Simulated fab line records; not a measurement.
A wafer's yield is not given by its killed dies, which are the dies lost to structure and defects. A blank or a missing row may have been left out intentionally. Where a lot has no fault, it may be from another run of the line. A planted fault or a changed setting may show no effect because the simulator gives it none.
A lot that was struck, set against a sound lot || flow n5 finfet || 23 out of 1938 route steps
Sound: wafers L166.2, L166.3, L166.6. Struck: wafers L163.1, L163.3, L163.4. The cause is given at the end.
At each step with rows: each side's tool, then ch and its chambers, then its first start. Under that, the readings that differ: sound wafers || struck wafers || difference of the means || sigmas: that difference in standard deviations of wafers without a fault.
alike: same words and numbers on both sides, and readings whose means sit less than 2 such deviations apart. not compared: any withheld reading, any reading some wafer has no value for, any bound like >300 that may hide the same value, and any number with overlapping values for which the record gives no deviation.
The two part at a step that has a row with sigmas, a row that says differs or no value, or rows on one side only. Non-overlapping numbers with no deviation appear without sigmas and do not part them. A reading that every wafer of one side lacks parts them only if that side has two wafers or more.

first, 8 steps without rows for these wafers: N5_BEOL_M7_ANNEAL_51 (time 90 s); N5_BEOL_M7_CMP_52 (polishes, stops on SiCOH lowk, t overpolish 6.9 s, target thk 80 nm); N5_BEOL_M7_PRE_CLEAN_55 (time 15 s); N5_BEOL_M7_DEP_56 (deposits SiCN from 3MS/NH3, target thk 10 nm, time 17.5 s); N5_BEOL_M8_ILD_DEP_00 (deposits SiCOH lowk from DEMS/porogen, target thk 179.75 nm, time 33.4 s); N5_BEOL_M8_CURE_74 (cures SiCOH lowk, time 240 s); N5_BEOL_M8_PECVD_70 (deposits SiO2 from TEOS/O2, target thk 20 nm, time 22.7 s); N5_BEOL_M8_HM_DEP_02 (deposits TiN, target thk 20 nm).
N5_BEOL_M8_COAT_59: time 60 s, resist thk 100 nm.
  sound on litho track-02 ch 0, day 15 00:52; struck on litho track-04 ch 0, day 14 01:13
{"reading": "spin speed rpm (rpm)", "sound": "1500.4 1497.7 1498.6", "struck": "1718.0 1715.9 1718.0", "difference": "+218.4", "sigmas": "+99 or more"}
{"reading": "model.SOC_of_BEOL_M8_COAT_59.thk nm (nm)", "sound": "100.2 100.2 100.4", "struck": "93.2 93.2 93.8", "difference": -6.9, "sigmas": ""}
then, 9 steps without rows for these wafers: N5_BEOL_M8_COAT_60 (time 60 s, resist thk 35 nm); N5_BEOL_M8_COAT_05 (resist thk 90 nm); N5_BEOL_M8_EBR_07; N5_BEOL_M8_SOFTBAKE_06 (time 60 s); N5_BEOL_M8_EXPOSE_08 (exposes mask M8); N5_BEOL_M8_PEB_09 (peb time 60 s); N5_BEOL_M8_DEVELOP_10 (develop time 30 s); N5_BEOL_M8_DESCUM_16 (chemistry O2, time 7.9 s); N5_BEOL_M8_ETCH_61 (etches SiARC in CF4, target depth 45.5 nm, time 75.8 s).
N5_BEOL_M8_ETCH_62: etches SOC in N2/H2, target depth 110 nm, overetch 22 nm, time 165 s.
  sound on rie diel-03 ch 0,2, day 15 02:32; struck on rie diel-03 ch 1,2,3, day 14 02:01
{"reading": "model.etch.depth nm (nm)", "sound": "100.3 100.2 100.4", "struck": "93.24 93.27 93.76", "difference": -6.88, "sigmas": ""}
  alike: chamber pressure mTorr, drypump motor current A, oes product au, rf vpp V, showerhead plenum p Torr, throttle valve pct
  not compared: rf hours counter h
then, 2 steps without rows for these wafers: N5_BEOL_M8_STRIP_68 (strips in N2/H2); N5_BEOL_M8_STRIP_67 (strips in CF4).
N5_BEOL_M8_HM_OPEN_17: chemistry Cl2/BCl3, target TiN, target depth 20 nm, overetch 6 nm.
  sound on rie metal-03 ch 0,1, day 15 02:43; struck on rie metal-01 ch 0,1, day 14 02:12
{"reading": "model.SOC_of_BEOL_M8_COAT_59.thk nm (nm)", "sound": "92.4 92 92.2", "struck": "85 85.4 85.4", "difference": -7, "sigmas": ""}
  alike: chamber pressure mTorr, drypump motor current A, he backside leak sccm, mfc cl2 sccm, oes product au, throttle valve pct
  not compared: rf hours counter h
then, 1 step without rows for these wafers: N5_BEOL_M8_STRIP_19 (strips in O2).

## WHERE THEY PART
Within this record, at N5_BEOL_M8_COAT_59 only. Later steps at which nothing parts them and some readings are alike: N5_BEOL_M8_ETCH_62, N5_BEOL_M8_HM_OPEN_17.

WHY: what the simulator had put in
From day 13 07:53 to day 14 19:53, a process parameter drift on litho track-04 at N5_BEOL_M8_COAT_59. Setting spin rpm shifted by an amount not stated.
